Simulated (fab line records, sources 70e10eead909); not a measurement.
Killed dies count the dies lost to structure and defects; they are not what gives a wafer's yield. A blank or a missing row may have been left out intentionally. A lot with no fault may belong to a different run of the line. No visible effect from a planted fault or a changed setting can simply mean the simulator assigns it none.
Which tool is to blame? -- flow nand harc -- 30 wafers from 11 lots sampled at 2 of the route's 1302 steps

## WHAT THE GAUGES READ, wafer by wafer
NHARC_P_ZERO_WELL_CD_MEAS_11: the cd target is 500 nm.
lot,measured,on,cd nm (nm)
L279,day 2 07:14,cd sem-02,501.0 499.0 496.3
L280,day 2 17:15,cd sem-01,500.5 500.6 496.5
L284,day 4 09:14,cd sem-03,499.8 498.9 500.3
L285,day 4 19:14,cd sem-02,494.5 498.3 498.9
L291,day 7 07:08,cd sem-01,499.3 476.1
L292,day 7 17:14,cd sem-03,476.1 498.0
L294,day 8 13:14,cd sem-02,497.1 476.0
L295,day 8 23:07,cd sem-03,499.4 499.0 499.5
L296,day 9 09:14,cd sem-02,497.1 500.4 498.0
L300,day 11 01:14,cd sem-03,500.7 498.8 499.6
L301,day 11 11:14,cd sem-02,498.7 499.6 501.4

## WHAT TOOL EACH LOT RAN ON (gives the tool, then ch and the chambers of the sampled wafers, and finally the start)
lot,NHARC_P_ZERO_WELL_PEB_09
L279,"litho track-05 ch 0, day 2 07:09"
L280,"litho track-05 ch 0, day 2 17:10"
L284,"litho track-05 ch 0, day 4 09:09"
L285,"litho track-05 ch 0, day 4 19:09"
L291,"litho track-05 ch 0, day 7 07:02"
L292,"litho track-05 ch 0, day 7 17:09"
L294,"litho track-05 ch 0, day 8 13:10"
L295,"litho track-07 ch 0, day 8 23:02"
L296,"litho track-07 ch 0, day 9 09:09"
L300,"litho track-05 ch 0, day 11 01:09"
L301,"litho track-05 ch 0, day 11 11:10"
- NHARC_P_ZERO_WELL_PEB_09: peb time 80 s.

## WHAT THE TOOLS THEMSELVES READ (means of the sampled wafers that have a number; where no wafer has one, the mark that the record gives instead)
NHARC_P_ZERO_WELL_PEB_09.
lot,tool,heater power total W (W),plate temp C (C)
L279,litho track-05,189.1,128.20
L280,litho track-05,189.7,127.92
L284,litho track-05,189.6,128.05
L285,litho track-05,189.8,128.17
L291,litho track-05,214.6,128.08
L292,litho track-05,214.7,127.90
L294,litho track-05,213.9,127.93
L295,litho track-07,189.7,127.83
L296,litho track-07,189.0,128.10
L300,litho track-05,190.3,127.99
L301,litho track-05,189.6,127.95

## THE ANSWER, worked out from the rows above alone
Rule: the lots themselves supply what counts as usual. Put in order of their means at a reading, lots are off if they are a third of the lots or fewer, leave a main group of 4 or more, and stand apart from it by a gap of 3 or more times the standard deviation of the main group's means; of several such gaps the widest counts. If all means in a main group match to the digits the tables above print for the reading, that group is not used. Also off: a lot with no number at a reading for which 4 or more lots have one. All remaining lots with rows at the step are treated as sound. First the gauges in route order, then the tools' own readings, where a lot's mean is used as printed above. The first step at which some lot is off is used, and at that step the reading that is off furthest; a lot without a number counts as furthest.
Off: L291, L292, L294 (NHARC_P_ZERO_WELL_CD_MEAS_11, cd nm). The main group has a mean of 499.0 nm with a standard deviation of 0.81.
A tool fits if, at a process step before that reading, it ran every lot that is off, and no sound lot after the first of them. Not tried: the gauges at NHARC_P_ZERO_WELL_CD_MEAS_11; whatever is off there is also off at NHARC_P_ZERO_WELL_PEB_09, on other tools, and gauge error can't account for it. No candidate that was tried fits.

## WHAT THE SIMULATOR HAD INSERTED
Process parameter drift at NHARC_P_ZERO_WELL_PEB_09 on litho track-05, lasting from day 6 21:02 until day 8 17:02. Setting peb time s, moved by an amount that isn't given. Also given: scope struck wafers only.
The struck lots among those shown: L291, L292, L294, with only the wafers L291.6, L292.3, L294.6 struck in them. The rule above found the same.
